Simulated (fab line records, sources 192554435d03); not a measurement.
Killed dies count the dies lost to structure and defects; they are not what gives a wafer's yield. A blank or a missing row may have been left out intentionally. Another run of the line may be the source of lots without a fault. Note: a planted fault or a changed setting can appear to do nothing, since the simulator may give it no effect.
fab line records	flow n5-finfet
[record] lots = 4	wafers = 12	last-day = 13
route steps=1938 shown BEOL_M0_CUTY@705 BEOL_M0@715 PASSIVATION@1936
lots that met no fault: from a run of the same line without faults
start-h: the number of hours between the record's first day and the start of the first shown wafer of the lot	wait-h: hours since the lot's step before	" as in the row above	L1.1+2: one row covering several wafers at once	- value missing, or start not given	* or withheld: withheld	< > ~ a bound
route shown NAME@n: NAME is a module with steps in the file, n the number in the route of the first one	usual: the fault-free wafers' mean and standard deviation	same: alike in all rows	chamber/n: place in a boat	sites: per-site readings	_std_site: how widely they spread, as a standard deviation	_edge_site: mean of outer sites minus mean of inner sites	radius-mm: for every site, how far away it sits from the centre of the wafer	mask NAME#n: copy n	behind: the last tool/chamber to shape the wafer	hold: what put the lot on hold/how long, in hours/how the hold closed	device: the transistor (n, p or np) that didn't switch	end of line: the route-end tests of the same wafers	a step without rows: its recipe alone	killed: count of dies lost to structure and defects at first sort (not the wafer's yield)	map: shows each die of a wafer: x if killed, . if not, _ if none is there
set.NAME: the setting that was run; set.NAME@STEP: the one run at that earlier step	model.NAME: the simulator's own value behind a step, which no gauge read
a table for each step, a row for each wafer; lots at some steps of the route
services: when a tool's chamber went out of use (start-h, in hours from the record's first day, below 0 if earlier), for how many hours, and the reason
[[steps]]
[step N5_BEOL_M0_CUTY_EXPOSE_54]
[recipe] mask-id = M0_ABLK	na = 1.35	source-shape = conventional	sigma-outer = 0.8	polarization = unpolarized	dose-mj = 36
[step N5_BEOL_M0_CUTY_PEB_55]
[recipe] peb-temp-c = 110	peb-time-s = 60	resist = CAR-ArF-block
[step N5_BEOL_M0_CUTY_DEVELOP_56]
[recipe] develop-time-s = 30	developer = TMAH	resist = CAR-ArF-block	rinse-liquid = diw	dry = air-spin	dev-temp-c = 23
[step N5_BEOL_M0_CUTY_DESCUM_61]
[recipe] chemistry = O2	time-s = 7.9	source-power-w = 50	bias-power-w = 20	pressure-mtorr = 20	rf-frequency-hz = 2.712e+07	temp-c = 40	resist = CAR-ArF-block	o2-flow-sccm = 225
[step N5_BEOL_M0_CUTY_ETCH_62]
[recipe] chemistry = CF4	target = SiARC	mask-material = CAR-ArF-block	time-s = 58.5	ion-energy-ev = 80	pressure-mtorr = 40	source-w = 545	bias-w = 36	Ar_flow_sccm = 100	cf4-flow-sccm = 100	ends = cleared
[step N5_BEOL_M0_CUTY_ETCH_63]
[recipe] chemistry = N2/H2	target = SOC	target-depth-a = 827	overetch-a = 165	mask-material = SiARC	temp-c = 40	ion-energy-ev = 200	time-s = 124	pressure-mtorr = 30	source-w = 840	bias-w = 150	n2-flow-sccm = 200	h2-flow-sccm = 200
[step N5_BEOL_M0_CUTY_STRIP_64]
[recipe] chemistry = N2/H2	temp-c = 40	n2-flow-sccm = 200	h2-flow-sccm = 200	rf-frequency-hz = 6e+07
[step N5_BEOL_M0_ETCH_138]
[recipe] chemistry = CH3F/O2	target-depth-a = 120	target = SiCN	time-s = 31.6	ion-energy-ev = 120	pressure-mtorr = 30	source-w = 395	bias-w = 75	Ar_flow_sccm = 150	CH3F_flow_sccm = 30	O2_flow_sccm = 20	ends = cleared
[step N5_BEOL_M0_HM_OPEN_105]
[recipe] chemistry = Cl2/BCl3	target-depth-a = 120	target = TiN	ion-energy-ev = 150	pressure-mtorr = 10	icp-w = 1000	bias-w = 126	Cl2_flow_sccm = 53.25	bcl3-flow-sccm = 21.75	Ar_flow_sccm = 25
[step N5_BEOL_M0_STRIP_140]
[recipe] chemistry = CF4	resist = SiARC	power-w = 300	bias-power-w = 75	pressure-mtorr = 50	cf4-flow-sccm = 150	rf-frequency-hz = 6e+07
[usual] drypump-motor-current-A = 5.6/0.44	oes-product-au = 0.81/0.082	rf-vpp-V = 271.5/1.8	showerhead-plenum-p-Torr = 1.81/0.057	throttle-valve-pct = 13.65/0.27
lot.wafer	tool	chamber	start-h	wait-h	drypump-motor-current-A	oes-product-au	rf-hours-counter-h	rf-vpp-V	showerhead-plenum-p-Torr	throttle-valve-pct
L799.1	rie-diel-02	2	131.97	0.6	5.0	0.73	163	270.6	1.72	13.86
L799.2	"	3	"	"	4.9	0.75	144	270.3	1.80	13.62
L799.3	"	0	"	"	5.6	0.75	161	272.1	1.79	13.87
L800.3	rie-diel-02	2	132.05	0.2	5.0	0.73	163	271.4	1.72	13.85
L800.4	"	3	"	"	4.9	0.75	-	271.5	1.80	13.61
L800.5	"	0	"	"	5.6	0.76	-	272.1	1.79	13.85
L802.1	rie-diel-02	2	147.43	0.5	5.0	0.72	168	267.1	1.71	13.87
L802.2	"	3	"	"	4.9	0.74	149	271.1	1.80	13.63
L802.3	"	1	"	"	5.3	0.94	4	270.9	1.76	13.25
L803.2	rie-diel-02	1	152.64	0.1	5.4	0.94	6	271.6	1.76	13.28
L803.5	"	2	"	"	5.0	0.72	-	270.6	1.71	13.88
L803.6	"	1	"	"	5.4	0.93	-	270.3	1.76	13.26
[step N5_BEOL_M0_STRIP_104]
[recipe] chemistry = N2/H2	power-w = 450	temp-c = 40	pressure-mtorr = 20	rf-frequency-hz = 6e+07	overash-fraction = 0.3	bias-power-w = 7	h2-frac = 0.5	n2-flow-sccm = 200	h2-flow-sccm = 200
[step N5_BEOL_M0_WET_ETCH_106]
[recipe] chemistry = DHF	dilution = 10:1	temp-c = 25	target = SiO2	target-depth-a = 1300	dry = ipa-marangoni	rinse-time-s = 30	rinse-temp-c = 23
[step N5_BEOL_M0_ETCH_128]
[recipe] chemistry = CF4/N2	target-depth-a = 120	overetch-a = 51	target = SiCN	time-s = 21.4	ion-energy-ev = 150	pressure-mtorr = 40	source-w = 430	bias-w = 70	Ar_flow_sccm = 100	cf4-flow-sccm = 60	n2-flow-sccm = 60
[step N5_BEOL_M0_TRENCH_ETCH_107]
[recipe] chemistry = C4F6/O2	target-depth-a = 328	target = SiOC	time-s = 16.4	ion-energy-ev = 250	pressure-mtorr = 30	source-w = 355	bias-w = 185	Ar_flow_sccm = 300	C4F6_flow_sccm = 10	O2_flow_sccm = 10
[step N5_BEOL_M0_STRIP_142]
[recipe] chemistry = N2/H2	time-s = 10	power-w = 450	temp-c = 40	pressure-mtorr = 20	rf-frequency-hz = 6e+07	bias-power-w = 7	n2-flow-sccm = 200	h2-flow-sccm = 200
[step N5_BEOL_M0_HM_STRIP_129]
[recipe] chemistry = peroxide-tin-strip	material = TiN	target-depth-a = 170	temp-c = 50	time-s = 108
[step N5_BEOL_M0_SRD_130]
[recipe] time-s = 30	temp-c = 23	rinse-liquid = diw	dry = ipa-marangoni
[step N5_BEOL_M0_ETCH_109]
[recipe] chemistry = CH3F/O2	target-depth-a = 80	overetch-a = 24	target = SiCN	time-s = 27.4	ion-energy-ev = 120	pressure-mtorr = 30	source-w = 395	bias-w = 75	Ar_flow_sccm = 150	CH3F_flow_sccm = 30	O2_flow_sccm = 20
[step N5_BEOL_M0_STRIP_139]
[recipe] chemistry = post-etch-residue-remover	time-s = 60	temp-c = 25	remover-ph = withheld	remover-water-wt-pct = withheld	remover-fluoride-wt-pct = withheld
[step N5_BEOL_M0_SRD_111]
[recipe] time-s = 30	temp-c = 23	rinse-liquid = diw	dry = ipa-marangoni
[step N5_BEOL_M0_DEGAS_112]
[recipe] ambient = vacuum	temp-c = 250	time-s = 60
[step N5_BEOL_M0_PRE_CLEAN_113]
[recipe] gas = H2/He	time-s = 30	temp-c = 250
[step N5_BEOL_M0_ALD_136]
[recipe] material = TaN	target-thk-a = *	temp-c = 275	ald-precursor-family = PDMAT	ald-co-reactant = NH3	pressure-torr = 3	carrier-flow-sccm = 1500	pulse-time-s = 2	purge-time-s = 3	co-reactant-purge-time-s = 2	co-reactant-pulse-time-s = 3	ald-cycles = 30	precursor-vessel-temp-c = 75	precursor-vessel-pressure-torr = 26.25	precursor-vessel-carrier-sccm = 1000
[step N5_BEOL_M0_SURFACE_TREAT_137]
[recipe] gas = Ar	time-s = *	ion-energy-ev = *	ion-current-ma-cm2 = 0.5	pressure-mtorr = *	ar-flow-sccm = 30
[step N5_BEOL_M0_CVD_115]
[recipe] material = Co	target-thk-a = *	temp-c = withheld	precursor = CCTBA/H2	pressure-torr = 30	time-s = 120
[step N5_BEOL_M0_SPUTTER_116]
[recipe] material = Cu	target-thk-a = 40	temp-c = -20	chamber-pressure-pa = 0.07	power-w = withheld	time-s = 7.37
[step N5_BEOL_M0_ANNEAL_117]
[recipe] temp-c = 400	time-s = 60	ambient = vacuum
[step N5_BEOL_M0_SPUTTER_132]
[recipe] material = Cu	target-thk-a = 40	temp-c = -20	chamber-pressure-pa = 0.07	power-w = withheld	time-s = 7.37
[step N5_BEOL_M0_ANNEAL_133]
[recipe] temp-c = 400	time-s = 60	ambient = vacuum
[step N5_BEOL_M0_SPUTTER_134]
[recipe] material = Cu	target-thk-a = 40	temp-c = -20	chamber-pressure-pa = 0.07	power-w = withheld	time-s = 7.37
[step N5_BEOL_M0_ANNEAL_135]
[recipe] temp-c = 400	time-s = 60	ambient = vacuum
[step N5_BEOL_M0_SPUTTER_141]
[recipe] material = Cu	target-thk-a = 40	temp-c = -20	chamber-pressure-pa = 0.07	power-w = withheld	time-s = 7.37
[step N5_BEOL_M0_ECD_118]
[recipe] material = Cu	target-thk-a = 3000
[step N5_BEOL_M0_ANNEAL_119]
[recipe] temp-c = 225	time-s = 90	ambient = N2
[step N5_BEOL_M0_CMP_120]
[recipe] stop-on = SiOC	t-overpolish-s = 6.9	down-force-psi = 1	platen-rpm = 50	clearing-platen-down-force-psi = 1.5	clearing-platen-rpm = 50	post-cmp-clean = cu-alkaline	clearing-platen-pad-velocity-m-s = 0.99484	pad-velocity-m-s = 0.99484
[step N5_BEOL_M0_PRE_CLEAN_131]
[recipe] gas = NH3/H2	time-s = 15	temp-c = *	rf-power-w = 300
[step N5_BEOL_M0_CO_CAP_123]
[recipe] material = Co	target-thk-a = 20	temp-c = 200	precursor = CCTBA/H2	pressure-torr = 30	time-s = 102.1
[step N5_PASSIVATION_PROBE_49]
[usual] defect-limited-yield = 91.1/1.4	killed_at_M0_to_M3 = 35/8.7	killed_at_M4_up = 14/5.3	killed-at-contacts = 12/6.2	killed-at-front-end = 41/12	killed-at-other = 3.4/2.6	killed-dies = 105/16	killed-on-rim = 14/3.8	killed-open = 67/13	killed-short = 36/7.3	sort_bin_5_function = 5.2/0.96	sort_bin_6_memory = 3.3/0.6	sort-n-pass = 1075/16	sort-yield-pct = 91.1/1.4
[same] gross-dies = 1180	killed-at-back-side = 0	sort_bin_4_leakage[%] = 0	sort_bin_8_speed[%] = 0
lot.wafer	tool	chamber	start-h	wait-h	defect-limited-yield[%]	killed_at_M0_to_M3	killed_at_M4_up	killed-at-contacts	killed-at-front-end	killed-at-other	killed-dies	killed-on-rim	killed-open	killed-short	sort_bin_5_function[%]	sort_bin_6_memory[%]	sort-n-pass	sort-yield-pct[%]
L802.1	prober-01	-	290.52	0.2	86.2	96	7	9	50	1	163	30	77	31	7.1	4.5	1017	86.2
L803.5	prober-01	-	305.34	0.2	86.3	87	14	5	55	1	162	36	72	29	9.1	3.1	1018	86.3
// killed by level:class
L802.1 BEOL_M0:unspecified=54 FIN_SAQP:geometric-particle:open=19 BEOL_M1:geometric-particle:open=11 BEOL_M0_SAQP:geometric-particle:open=10 FIN_SAQP:geometric-particle:short=8 MOL_CONTACT_COAG:geometric-particle:open=8 DUMMY_GATE:geometric-particle:open=7 BEOL_M0_SAQP:geometric-particle:short=6
L803.5 BEOL_M0:unspecified=59 FIN_SAQP:geometric-particle:open=18 STI_FIN_REVEAL:geometric-particle:open=9 BEOL_M0_SAQP:geometric-particle:open=9 BEOL_M4:geometric-particle:open=7 FIN_SAQP:geometric-particle:short=6 DUMMY_GATE:geometric-particle:open=6 GATE_CUT:geometric-particle:short=5
// map L802.1 (x killed, . not)
_________________............________________
______________.....x............_____________
___________........................__________
__________.....x..x................._________
________.........x...................._______
_______...........x.....xx......x....x.______
______.........x........................_____
_____...x.........x.....x................____
____............x...x.......x.......x...x.___
___...x.....x...x............xx............__
___..x.........x...x.......................__
__......x.x.......x.x.............xx........_
__...............x......xx.x....x..........._
_......xx.......x....x..............x..x.....
_...................xx................x.....x
_..............................x.......x.....
_.x..............x.x.....x.x......x.......x..
_...........................x.......x.....x..
_..........x..x...x...x.....................x
_.....x.x...x...................x...........x
_......x.......x.........x..............x....
__.x.......xx..............................._
__..x.x..................x.x....x..........._
___........................x..x......x.....__
___.......x...............x..............x.__
____....x..................x..............___
_____.....x...xx..............x....x....x____
______.x.xxxxxx.x..xx............x......_____
_______xxxxxxxx..x...............x...x.______
________xxxxxxxxxx.....x.....x......x._______
__________xxxxxxxxxx.....x.........x_________
___________xxxxxxxxxx.....x.....x..__________
______________xxxxx....x........_____________
_________________x.x........x________________
// map L803.5 (x killed, . not)
_________________.......x....________________
______________x......x...xx....._____________
___________....x......x.......x....__________
__________........x.x..............._________
________......................x......._______
_______............x..x......x.........______
______.......x.x..x....................._____
_____x..x...x.....................x.....x____
____..x..................................x___
___.........x.............x.....x........xx__
___.......................x.......x........__
__.x......x..x..x......x.....x........x...x._
__..........x.......x..................x...._
_.................................x..........
_....x............x.........x...........x.x..
_....x........x............................x.
_.................x.....x........x...x.......
_..............x.......................x.....
_.............................x.x............
_....x..................x.......x......x.....
_................................x...........
__.x.x...x............x....................._
__x...........x.......x...x.......x........._
___...x..........x...xx...........x...x....__
___....x...............x...................__
____.....x...x..................x.........___
_____....xx......x.....x..........x......____
______.xxxxxxxxx...x.x....x...x........._____
_______xxxxxxxxxx..............x.......______
________xxxxxxxxx...xx...........x...._______
__________xxxxxxx..x........x.x....._________
___________xxxxxxxx.x..x.......x..x__________
______________xxxxxx...x.....x.x_____________
_________________xxxx.x.....x________________
[[services]]
tool	chamber	start-h	hours	kind
rie-diel-02	1	119.95	-	clean
rie-diel-02	1	119.95	-	consumable-replace:focus-ring
rie-diel-02	1	119.95	15.3	scheduled-down
rie-diel-02	1	119.95	15.3	vent-cycle
[[key]]
[first-sign] step = N5_PASSIVATION_PROBE_49	reading = killed_at_M0_to_M3	direction = up	sigmas = 6.5	usual = 35	struck = 92
[effect] step = N5_PASSIVATION_PROBE_49	reading = defect-limited-yield	direction = down	sigmas = 3.5	usual = 91.1	struck = 86.2
[more-kills-born-at] N5_BEOL_M0_STRIP_140@rie-diel-02 = 113
met-at N5_BEOL_M0_STRIP_140
struck-wafers L802.1,L803.5
onset-between 132.05 147.43
[fault] kind = chamber-particle-source	tool = rie-diel-02	chamber = 2	onset-h = 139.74	steps = N5_BEOL_M0_STRIP_140	rate-per-visit-cm2 = 1.4971	end-h = 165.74
